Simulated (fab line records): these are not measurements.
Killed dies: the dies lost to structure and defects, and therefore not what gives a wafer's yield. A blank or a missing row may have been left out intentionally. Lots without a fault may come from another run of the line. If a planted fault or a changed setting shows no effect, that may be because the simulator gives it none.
fab line records	flow n5-finfet
record lots=5	wafers=15	last-day=17
route steps=1938 shown BEOL_M8@1348 PASSIVATION@1936
lots that met no fault: from a run of the same line without faults
start-h: hours from the record's opening day to when the first of the lot's shown wafers began	wait-h: how many hours have passed since the lot's step before this one	" the same as in the row above	L1.1+2: a single row standing in for several wafers	- either no value or no given start	* or withheld: withheld	< > ~ a bound
route shown NAME@n: NAME is a module with steps in the file, n the number in the route of the first one	usual: average and standard deviation across the fault-free wafers	same: alike in all rows	chamber/n: place in a boat	sites: each site's reading	_std_site: how widely they spread, as a standard deviation	_edge_site: mean of outer sites minus mean of inner sites	radius-mm: for every site, how far away it sits from the centre of the wafer	mask NAME#n: copy n	behind: the tool/chamber that last shaped the wafer	hold: why the lot was held/for how many hours/how that ended	device: names the non-switching transistor (n, p or np)	end of line: the same wafers' tests at the end of the route	where a step has no rows: the recipe by itself	killed: not the wafer's yield, but the dies lost to structure and defects at the first sort	map: shows each die of a wafer: x if killed, . if not, _ if none is there
set.NAME: setting as actually run; set.NAME@STEP: the setting as run at that earlier step	model.NAME: the simulator's own value behind a step, which no gauge read
lots at selected steps of the route; one table per step, one row per wafer
services: a tool's chamber out of use, with start hour (start-h, from the record's first day; less than 0 if before it), hours out, and reason
## steps
# step N5_BEOL_M8_DESCUM_16
# recipe chemistry=O2	time-s=7.9	source-power-w=50	bias-power-w=20	pressure-mtorr=20	rf-frequency-hz=2.712e+07	temp-c=40	resist=CAR-ArF	o2-flow-sccm=225
# step N5_BEOL_M8_ETCH_61
# recipe chemistry=CF4	target=SiARC	target-depth-a=455	mask-material=CAR-ArF	time-s=75.8	ion-energy-ev=80	pressure-mtorr=40	source-w=545	bias-w=36	Ar_flow_sccm=100	cf4-flow-sccm=100	ends=cleared
# step N5_BEOL_M8_ETCH_62
# recipe chemistry=N2/H2	target=SOC	target-depth-a=1100	overetch-a=220	mask-material=SiARC	temp-c=40	time-s=165	ion-energy-ev=200	pressure-mtorr=30	source-w=840	bias-w=150	n2-flow-sccm=200	h2-flow-sccm=200
# step N5_BEOL_M8_STRIP_68
# recipe chemistry=N2/H2	temp-c=40	n2-flow-sccm=200	h2-flow-sccm=200	rf-frequency-hz=6e+07
# step N5_BEOL_M8_STRIP_67
# recipe chemistry=CF4	resist=SiARC	power-w=300	bias-power-w=75	pressure-mtorr=50	cf4-flow-sccm=150	rf-frequency-hz=6e+07
# step N5_BEOL_M8_HM_OPEN_17
# recipe chemistry=Cl2/BCl3	target-depth-a=200	overetch-a=60	target=TiN	mask-material=SOC	ion-energy-ev=150	pressure-mtorr=10	icp-w=1000	bias-w=126	Cl2_flow_sccm=53.25	bcl3-flow-sccm=21.75	Ar_flow_sccm=25
# step N5_BEOL_M8_STRIP_19
# recipe chemistry=O2	power-w=400	temp-c=40	pressure-mtorr=30	rf-frequency-hz=6e+07	bias-power-w=0	overash-fraction=0.2	o2-flow-sccm=225
# step N5_BEOL_M8_COAT_63
# recipe resist=SOC	temp-c=250	time-s=60	spin-rpm=1500	resist-thk-nm=60
# step N5_BEOL_M8_COAT_64
# recipe resist=SiARC	temp-c=220	time-s=60	spin-rpm=1500	resist-thk-nm=12
# step N5_BEOL_M8_COAT_71
# recipe resist=underlayer	temp-c=205	time-s=60	spin-rpm=1500	resist-thk-nm=5
# step N5_BEOL_M8_COAT_22
# recipe resist=CAR-EUV	spin-rpm=1500	resist-thk-nm=30
# usual spin-speed-rpm=1500.0/0.96
lot.wafer	tool	chamber	start-h	wait-h	spin-speed-rpm	model.CAR-EUV_of_BEOL_M8_COAT_22.thk-nm
L418.1	litho-track-05	0	197.33	-	1501.5	30
L418.2	"	0	"	"	1500.2	30
L418.5	"	0	"	"	1499.2	29.8
L430.1	litho-track-05	0	291.89	-	1296.3	32.4
L430.5	"	0	"	"	1295.0	32.4
L430.6	"	0	"	"	1292.7	32.2
L432.1	litho-track-05	0	297.94	-	1292.7	32.2
L432.2	"	0	"	"	1294.0	32.4
L432.3	"	0	"	"	1294.7	32.4
L433.1	litho-track-05	0	306.12	-	1293.9	32.4
L433.2	"	0	"	"	1293.7	32.4
L433.6	"	0	"	"	1294.8	32.4
L439.1	litho-track-02	0	333.59	-	1498.9	30.2
L439.5	"	0	"	"	1500.7	30.2
L439.6	"	0	"	"	1499.6	30
# step N5_BEOL_M8_EBR_24
# recipe solvent=PGMEA	ebr-width-mm=1.5
# step N5_BEOL_M8_SOFTBAKE_23
# recipe temp-c=110	time-s=60	resist=CAR-EUV
# step N5_BEOL_M8_EXPOSE_25
# recipe mask-id=V7	na=0.33	source-shape=annular	sigma-inner=0.4	sigma-outer=0.8	polarization=unpolarized	target-cd-nm=40	dose-mj=42.5
# step N5_BEOL_M8_PEB_26
# recipe peb-temp-c=100	peb-time-s=60	resist=CAR-EUV
# step N5_BEOL_M8_DEVELOP_27
# recipe develop-time-s=30	developer=TMAH	resist=CAR-EUV	rinse-liquid=surfactant-rinse	dry=air-spin	dev-temp-c=23
# step N5_BEOL_M8_DESCUM_33
# recipe chemistry=O2	time-s=7	source-power-w=50	bias-power-w=20	pressure-mtorr=20	rf-frequency-hz=2.712e+07	temp-c=40	resist=CAR-EUV	o2-flow-sccm=225
# step N5_BEOL_M8_ETCH_72
# recipe chemistry=N2/H2	target=underlayer	target-depth-a=65	mask-material=CAR-EUV	time-s=5.2	ion-energy-ev=200	pressure-mtorr=30	source-w=840	bias-w=150	n2-flow-sccm=200	h2-flow-sccm=200	ends=cleared
# step N5_BEOL_M8_ETCH_65
# recipe chemistry=CF4	target=SiARC	target-depth-a=156	mask-material=CAR-EUV	time-s=26	ion-energy-ev=80	pressure-mtorr=40	source-w=545	bias-w=36	Ar_flow_sccm=100	cf4-flow-sccm=100	ends=cleared
# usual drypump-motor-current-A=5.9/0.52	etch-rf-on-time-s=26.1/0.63	mfc-ar-sccm=99.99/0.29	oes-product-au=0.68/0.039	rf-fwd-power-W=531.8/2.1	rf-vpp-V=184.2/1.2	showerhead-plenum-p-Torr=2.16/0.072	throttle-valve-pct=15.69/0.19
lot.wafer	tool	chamber	start-h	wait-h	drypump-motor-current-A	etch-rf-on-time-s	mfc-ar-sccm	oes-product-au	rf-fwd-power-W	rf-hours-counter-h	rf-vpp-V	showerhead-plenum-p-Torr	throttle-valve-pct	model.CAR-EUV_of_BEOL_M8_COAT_22.thk-nm
L418.1	rie-diel-01	0	197.89	0.0	5.3	26.3	100.16	0.70	529.7	90	184.3	2.18	15.39	11
L418.2	"	1	"	"	6.0	26.2	99.53	0.72	534.1	80	183.1	2.08	15.91	11.2
L418.5	"	2	"	"	6.3	27.1	99.97	0.71	530.6	-	184.1	2.18	15.70	11
L430.1	rie-diel-03	3	292.39	0.0	5.2	25.2	100.03	0.71	530.3	103	184.8	2.26	15.74	13.6
L430.5	"	3	"	"	5.3	25.2	100.29	0.70	528.5	-	185.8	2.26	15.76	13.4
L430.6	"	2	"	"	5.7	26.3	100.06	0.63	533.1	-	182.0	2.05	15.73	13.4
L432.1	rie-diel-03	2	298.37	0.0	5.7	26.5	100.08	0.63	531.7	199	183.1	2.05	15.76	13.4
L432.2	"	0	"	"	5.5	27.5	100.39	0.71	533.3	55	184.1	2.17	15.51	13.4
L432.3	"	1	"	"	6.6	26.3	99.92	0.64	536.2	153	184.3	2.13	15.96	13.4
L433.1	rie-diel-06	2	306.75	0.0	5.1	26.6	99.85	0.59	529.7	210	183.2	2.03	15.82	13.4
L433.2	"	1	"	"	5.7	25.3	99.79	0.72	531.7	98	184.6	2.17	15.67	13.4
L433.6	"	3	"	"	6.8	25.8	100.21	0.71	531.0	-	185.7	2.24	15.59	13.4
L439.1	rie-diel-01	2	334.20	0.0	6.3	26.5	100.06	0.68	533.5	91	184.3	2.17	15.79	11.4
L439.5	"	1	"	"	6.0	25.8	99.97	0.69	532.0	-	182.8	2.06	16.00	11.2
L439.6	"	2	"	"	6.3	26.5	99.80	0.67	533.1	-	183.8	2.17	15.79	11.4
# step N5_BEOL_M8_ETCH_66
# recipe chemistry=N2/H2	target=SOC	target-depth-a=800	overetch-a=160	mask-material=SiARC	temp-c=40	time-s=120	ion-energy-ev=200	pressure-mtorr=30	source-w=840	bias-w=150	n2-flow-sccm=200	h2-flow-sccm=200
# step N5_PASSIVATION_PROBE_49
# usual defect-limited-yield=91.2/1.4	killed_at_M0_to_M3=32/10	killed_at_M4_up=14/6.2	killed-at-contacts=12/6.3	killed-at-front-end=42/13	killed-at-other=4/3.4	killed-dies=104/17	killed-open=67/12	killed-short=34/8.1	sort_bin_4_leakage=0.02/0.13	sort_bin_5_function=5.2/0.93	sort_bin_6_memory=3.2/0.65	sort-n-pass=1075/16	sort-yield-pct=91.1/1.4
# same gross-dies=1180	killed-at-back-side=0	sort_bin_8_speed[%]=0
lot.wafer	tool	chamber	start-h	wait-h	defect-limited-yield[%]	killed_at_M0_to_M3	killed_at_M4_up	killed-at-contacts	killed-at-front-end	killed-at-other	killed-dies	killed-open	killed-short	sort_bin_4_leakage[%]	sort_bin_5_function[%]	sort_bin_6_memory[%]	sort-n-pass	sort-yield-pct[%]
L432.1	prober-02	-	360.50	0.0	91.8	26	20	8	36	7	97	56	37	0	4.5	3.1	1083	91.8
L432.2	prober-02	-	360.55	0.1	90.9	28	15	16	45	3	107	66	40	0	5.6	3.1	1073	90.9
L432.3	prober-02	-	360.60	0.1	92.2	15	12	16	49	0	92	55	33	0	4.7	3.1	1088	92.2
# killed by level:class
L432.1 BEOL_M1:geometric-particle:open=9 MOL_CONTACT_COAG:geometric-particle:open=7 GATE_CUT:geometric-particle:short=6 BEOL_M5:geometric-particle:open=6 FIN_SAQP:geometric-particle:open=5 FIN_SAQP:geometric-particle:short=5 DUMMY_GATE:geometric-particle:open=5 BEOL_M3:geometric-particle:open=5
L432.2 FIN_SAQP:geometric-particle:open=16 FIN_SAQP:geometric-particle:short=15 BEOL_M1:geometric-particle:open=11 MOL_CONTACT_COAG:geometric-particle:open=9 MOL_CONTACT_COAG:geometric-particle:short=7 GATE_CUT:geometric-particle:short=5 BEOL_M4:geometric-particle:open=5 BEOL_M2:geometric-particle:open=4
L432.3 MOL_CONTACT_COAG:geometric-particle:open=14 FIN_SAQP:geometric-particle:open=9 STI_FIN_REVEAL:geometric-particle:short=9 STI_FIN_REVEAL:geometric-particle:open=9 FIN_SAQP:geometric-particle:short=7 GATE_CUT:geometric-particle:short=5 BEOL_M0_SAQP:geometric-particle:short=4 BEOL_M2:geometric-particle:open=4
## services
tool	chamber	start-h	hours	kind
rie-diel-06	-	182.72	0.3	repair
litho-track-02	-	187.17	-	consumable-replace:filter
rie-diel-03	-	189.91	1.7	repair
rie-diel-03	1	275.76	6.8	repair
rie-diel-06	-	314.19	0.5	repair
rie-diel-03	3	322.30	12.5	repair
rie-diel-03	-	329.47	4.0	pm
## key
first-sign step=N5_BEOL_M8_COAT_22	reading=spin-speed-rpm	direction=down	sigmas=99+	usual=*	struck=*
effect none on later readings
model-effect step=N5_BEOL_M8_COAT_22	value=CAR-EUV_of_BEOL_M8_COAT_22.thk-nm	without=30	struck=32.36
model-effect step=N5_BEOL_M8_ETCH_65	value=CAR-EUV_of_BEOL_M8_COAT_22.thk-nm	without=11.18	struck=13.42
met-at N5_BEOL_M8_COAT_22
struck-wafers L430.1,L430.5,L430.6,L432.1,L432.2,L432.3,L433.1,L433.2,L433.6
onset-between 197.33 291.89
fault kind=process-parameter-drift	tool=litho-track-05	chamber=-	onset-h=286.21	steps=N5_BEOL_M8_COAT_22	channel=spin-rpm	offset=*	shape=step	end-h=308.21	acts-in=*	stated=*
